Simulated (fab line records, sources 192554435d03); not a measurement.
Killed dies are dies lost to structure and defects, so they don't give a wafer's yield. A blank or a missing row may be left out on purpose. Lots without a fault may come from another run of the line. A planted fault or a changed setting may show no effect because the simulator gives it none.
fab line records | flow n5_finfet
record lots=11 wafers=33 last_day=18
route steps=1938 shown BEOL_M4@1091 BEOL_M5@1112
lots that met no fault: from a run of the same line without faults
start_h: hours from the record's first day to the start of the lot's first wafer shown | wait_h: hours since the lot's step before | " the same as in the row above | L1.1+2: a row that stands for several wafers | - no value, or no start given | * or withheld: withheld | < > ~ a bound
route shown NAME@n: a module of which the file shows steps, and the number in the route of the first | usual: mean/standard deviation of fault-free wafers | same: alike in all rows | chamber/n: place in a boat | sites: the reading at each site | _std_site: their standard deviation | _edge_site: outer sites' mean less inner sites' | radius_mm: how far each site lies from the wafer's centre | mask NAME#n: copy n | behind: the tool/chamber that last shaped the wafer | hold: why the lot was held/for how many hours/how that ended | device: the transistor (n, p or np) that didn't switch | end of line: the same wafers' tests at the end of the route | a step without rows: its recipe alone | killed: dies lost to structure and defects at the first sort, not the wafer's yield | map: a wafer's dies, x killed, . not, _ none there
set.NAME: the setting as run; set.NAME@STEP: as run at that earlier step | model.NAME: the simulator's own value behind a step, which no gauge read
steps of the route over a sample of lots; a table a step, a row a wafer
services: from which hour (start_h, from the record's first day; less than 0 if before it) a tool's chamber was out of use, for how many hours, and why
## steps
# step N5_BEOL_M4_ANNEAL_87
# recipe temp_c=400 time_s=240 ambient=vacuum
# usual heater_power_w=815/83
# columns lot.wafer tool chamber start_h wait_h heater_power_w
L204.2 pvd_sputter-03 - 164.27 0.0 965
L204.3 " - " " 763
L204.6 " - " " 747
L206.1 pvd_sputter-01 - 171.62 0.0 701
L206.3 " - " " 835
L206.4 " - " " 779
L207.2 pvd_sputter-02 - 172.08 0.0 802
L207.3 " - " " 859
L207.4 " - " " 865
L208.1 pvd_sputter-02 - 186.78 0.0 805
L208.2 " - " " 927
L208.5 " - " " 859
L209.2 pvd_sputter-01 - 191.32 0.0 792
L209.4 " - " " 831
L209.5 " - " " 687
L211.2 pvd_sputter-01 - 193.36 0.0 699
L211.3 " - " " 795
L211.6 " - " " 826
L214.2 pvd_sputter-02 - 223.73 0.0 833
L214.5 " - " " 830
L214.6 " - " " 895
L216.1 pvd_sputter-01 - 225.16 0.0 815
L216.3 " - " " 845
L216.5 " - " " 876
L217.2 pvd_sputter-03 - 239.91 0.0 678
L217.4 " - " " 740
L217.5 " - " " 917
L225.2 pvd_sputter-03 - 298.71 0.0 970
L225.4 " - " " 898
L225.6 " - " " 989
L226.1 pvd_sputter-03 - 312.51 0.0 749
L226.5 " - " " 753
L226.6 " - " " 664
# step N5_BEOL_M4_SPUTTER_92
# recipe material=Cu target_thk_a=45 temp_c=-20 chamber_pressure_pa=0.07 power_w=withheld time_s=8.29
# usual chamber_pressure_pa=0.07001/0.00014 throttle_valve_pct=30.9/0.75
# columns lot.wafer tool chamber start_h wait_h chamber_pressure_pa throttle_valve_pct
L204.2 pvd_sputter-03 - 164.85 0.1 0.07027 30.6
L204.3 " - " " 0.07013 29.5
L204.6 " - " " 0.07003 29.3
L206.1 pvd_sputter-01 - 172.20 0.1 0.06991 30.6
L206.3 " - " " 0.07015 31.9
L206.4 " - " " 0.07002 31.2
L207.2 pvd_sputter-02 - 172.66 0.1 0.07008 30.2
L207.3 " - " " 0.06995 31.3
L207.4 " - " " 0.06997 31.2
L208.1 pvd_sputter-02 - 187.36 0.1 0.06976 30.4
L208.2 " - " " 0.0701 32.3
L208.5 " - " " 0.06987 31.2
L209.2 pvd_sputter-01 - 191.90 0.1 0.07025 31.5
L209.4 " - " " 0.06997 31.7
L209.5 " - " " 0.06992 30.7
L211.2 pvd_sputter-01 - 193.94 0.1 0.06996 30.6
L211.3 " - " " 0.07021 31.4
L211.6 " - " " 0.07027 31.9
L214.2 pvd_sputter-02 - 224.31 0.1 0.07006 31.1
L214.5 " - " " 0.06993 30.5
L214.6 " - " " 0.06985 32.1
L216.1 pvd_sputter-01 - 225.74 0.1 0.07001 31.8
L216.3 " - " " 0.07003 30.4
L216.5 " - " " 0.06988 30.4
L217.2 pvd_sputter-03 - 240.49 0.1 0.0701 30.3
L217.4 " - " " 0.07013 29.5
L217.5 " - " " 0.06996 31.3
L225.2 pvd_sputter-03 - 299.29 0.1 0.07009 30.5
L225.4 " - " " 0.06997 31.0
L225.6 " - " " 0.0699 30.7
L226.1 pvd_sputter-03 - 313.09 0.1 0.07002 29.6
L226.5 " - " " 0.07022 29.3
L226.6 " - " " 0.06974 30.0
# step N5_BEOL_M5_ILD_DEP_00
# recipe material=SiCOH_lowk target_thk_a=1406.4 temp_c=300 precursor=DEMS/porogen pressure_torr=5 rf_w=500 time_s=25.9
# usual heater_power_w=320/51 showerhead_plenum_p_Torr=5.746/0.013 throttle_valve_pct=13.9/0.54
# columns lot.wafer tool chamber start_h wait_h heater_power_w showerhead_plenum_p_Torr since_wet_clean_h throttle_valve_pct
L204.2 pecvd-02 2 167.42 0.7 305 5.742 117 13.7
L204.3 " 1 " " 272 5.762 1596 13.5
L204.6 " 2 " " 311 5.733 - 13.5
L206.1 pecvd-02 0 174.71 0.8 365 5.758 879 14.1
L206.3 " 0 " " 368 5.749 - 13.9
L206.4 " 2 " " 295 5.747 - 13.3
L207.2 pecvd-01 1 175.24 0.7 346 5.757 1423 14.5
L207.3 " 0 " " 315 5.740 698 13.7
L207.4 " 2 " " 256 5.742 - 14.9
L208.1 pecvd-03 0 189.97 0.8 296 5.749 1256 15.6
L208.2 " 1 " " 314 5.762 1981 13.6
L208.5 " 2 " " 256 5.766 - 13.9
L209.2 pecvd-02 2 194.59 0.7 319 5.727 144 13.6
L209.4 " 2 " " 335 5.745 - 13.5
L209.5 " 0 " " 386 5.759 - 14.4
L211.2 pecvd-02 0 196.79 0.7 347 5.758 901 14.2
L211.3 " 2 " " 331 5.738 147 13.3
L211.6 " 2 " " 328 5.729 - 13.6
L214.2 pecvd-02 0 226.94 0.7 364 5.758 931 14.3
L214.5 " 2 " " 273 5.739 - 13.6
L214.6 " 1 " " 237 5.758 - 13.2
L216.1 pecvd-03 0 228.24 0.8 288 5.749 1295 15.3
L216.3 " 2 " " 227 5.744 541 13.8
L216.5 " 2 " " 231 5.750 - 13.6
L217.2 pecvd-01 0 242.99 0.7 378 5.723 766 13.7
L217.4 " 1 " " 400 5.757 - 14.5
L217.5 " 0 " " 302 5.721 - 13.6
L225.2 pecvd-03 0 301.79 0.7 294 5.746 1368 15.3
L225.4 " 2 " " 270 5.745 - 14.2
L225.6 " 0 " " 289 5.742 - 15.3
L226.1 pecvd-02 1 315.59 0.8 290 5.739 1744 13.1
L226.5 " 0 " " 357 5.759 - 14.3
L226.6 " 2 " " 328 5.741 - 13.8
# step N5_BEOL_M5_THK_MEAS_01
# recipe reads=SiCOH_lowk_of_BEOL_M5_ILD_DEP_00
# usual M5_ILD_THK=121.0/1.3
# columns lot.wafer tool chamber start_h wait_h M5_ILD_THK[nm]
L204.2 film_metro-01 - 167.99 0.4 121.1
L204.3 " - " " 119.7
L204.6 " - " " 123.9
L206.1 film_metro-02 - 175.31 0.4 119.4
L206.3 " - " " 121.7
L206.4 " - " " 123.0
L207.2 film_metro-01 - 175.82 0.4 119.0
L207.3 " - " " 119.8
L207.4 " - " " 122.2
L208.1 film_metro-02 - 190.55 0.4 119.6
L208.2 " - " " 119.7
L208.5 " - " " 120.7
L209.2 film_metro-02 - 195.16 0.4 120.0
L209.4 " - " " 123.1
L209.5 " - " " 121.9
L211.2 film_metro-01 - 197.37 0.4 121.3
L211.3 " - " " 121.0
L211.6 " - " " 122.6
L214.2 film_metro-01 - 227.52 0.4 120.9
L214.5 " - " " 122.7
L214.6 " - " " 106.4
L216.1 film_metro-01 - 228.83 0.4 121.7
L216.3 " - " " 119.0
L216.5 " - " " 122.6
L217.2 film_metro-01 - 243.60 0.4 119.2
L217.4 " - " " 120.6
L217.5 " - " " 121.5
L225.2 film_metro-02 - 302.37 0.4 118.8
L225.4 " - " " 120.9
L225.6 " - " " 120.7
L226.1 film_metro-01 - 316.17 0.4 117.5
L226.5 " - " " 121.1
L226.6 " - " " 120.8
# step N5_BEOL_M5_PECVD_70
# recipe material=SiO2 target_thk_a=160 temp_c=400 precursor=TEOS/O2 pressure_torr=5.5 rf_w=450 teos_flow_sccm=53.8 gas=O2 flow_sccm=3000 time_s=18
# usual heater_power_w=719/99 showerhead_plenum_p_Torr=8.81/0.046 throttle_valve_pct=22.7/0.94
# columns lot.wafer tool chamber start_h wait_h heater_power_w showerhead_plenum_p_Torr since_wet_clean_h throttle_valve_pct
L204.2 pecvd-01 1 168.03 0.0 837 8.80 1416 23.0
L204.3 " 0 " " 726 8.72 691 21.9
L204.6 " 0 " " 726 8.71 - 22.1
L206.1 pecvd-02 2 175.34 0.0 749 8.78 125 22.3
L206.3 " 2 " " 732 8.76 - 21.8
L206.4 " 0 " " 838 8.88 - 22.9
L207.2 pecvd-02 2 175.85 0.0 690 8.76 126 21.5
L207.3 " 1 " " 650 8.86 1605 21.5
L207.4 " 2 " " 697 8.75 - 21.8
L208.1 pecvd-01 1 190.58 0.0 868 8.81 1438 22.9
L208.2 " 0 " " 693 8.73 713 22.2
L208.5 " 2 " " 547 8.75 - 23.7
L209.2 pecvd-03 1 195.20 0.0 794 8.86 1987 22.2
L209.4 " 0 " " 698 8.84 - 25.0
L209.5 " 2 " " 534 8.85 - 22.5
L211.2 pecvd-02 1 197.40 0.0 679 8.86 1626 21.3
L211.3 " 0 " " 795 8.87 901 23.1
L211.6 " 2 " " 760 8.76 - 22.0
L214.2 pecvd-03 0 227.55 0.0 611 8.83 1294 24.7
L214.5 " 1 " " 809 8.85 - 22.5
L214.6 " 2 " " 538 8.85 - 22.4
L216.1 pecvd-03 1 228.87 0.0 782 8.84 2020 22.3
L216.3 " 0 " " 648 8.83 1295 25.0
L216.5 " 1 " " 785 8.86 - 22.4
L217.2 pecvd-01 1 243.64 0.0 848 8.82 1491 22.9
L217.4 " 1 " " 813 8.81 - 23.2
L217.5 " 1 " " 848 8.82 - 23.0
L225.2 pecvd-03 2 302.40 0.0 618 8.83 615 22.8
L225.4 " 0 " " 610 8.83 - 24.9
L225.6 " 1 " " 705 8.85 - 22.3
L226.1 pecvd-03 2 316.20 0.0 588 8.83 629 22.8
L226.5 " 1 " " 814 8.83 - 22.5
L226.6 " 0 " " 691 8.83 - 25.0
## services
# columns tool chamber start_h hours kind
pecvd-02 2 152.88 5.5 scheduled_down
pecvd-02 0 158.34 4.6 scheduled_down
pecvd-02 1 173.68 2.1 scheduled_down
pecvd-01 2 220.00 - clean
pecvd-01 0 249.50 5.5 scheduled_down
pecvd-03 - 254.41 2.8 pm
pecvd-02 2 286.00 2.1 scheduled_down
pecvd-01 - 296.54 5.5 pm
pecvd-03 1 304.93 5.0 scheduled_down
## key
first_sign step=N5_BEOL_M5_THK_MEAS_01 reading=M5_ILD_THK direction=down sigmas=11 usual=121.0 struck=106.4
effect none on later readings
met_at N5_BEOL_M5_ILD_DEP_00
struck_lots L214
struck_wafers L214.6
not_acting_at N5_BEOL_M4_ANNEAL_87,N5_BEOL_M4_SPUTTER_92,N5_BEOL_M5_PECVD_70
onset_between 167.42 226.94
fault kind=process_parameter_drift tool=pecvd-02 chamber=1 onset_h=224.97 steps=N5_BEOL_M5_ILD_DEP_00 channel=time_s offset=* shape=step end_h=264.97 acts_in=* stated=*
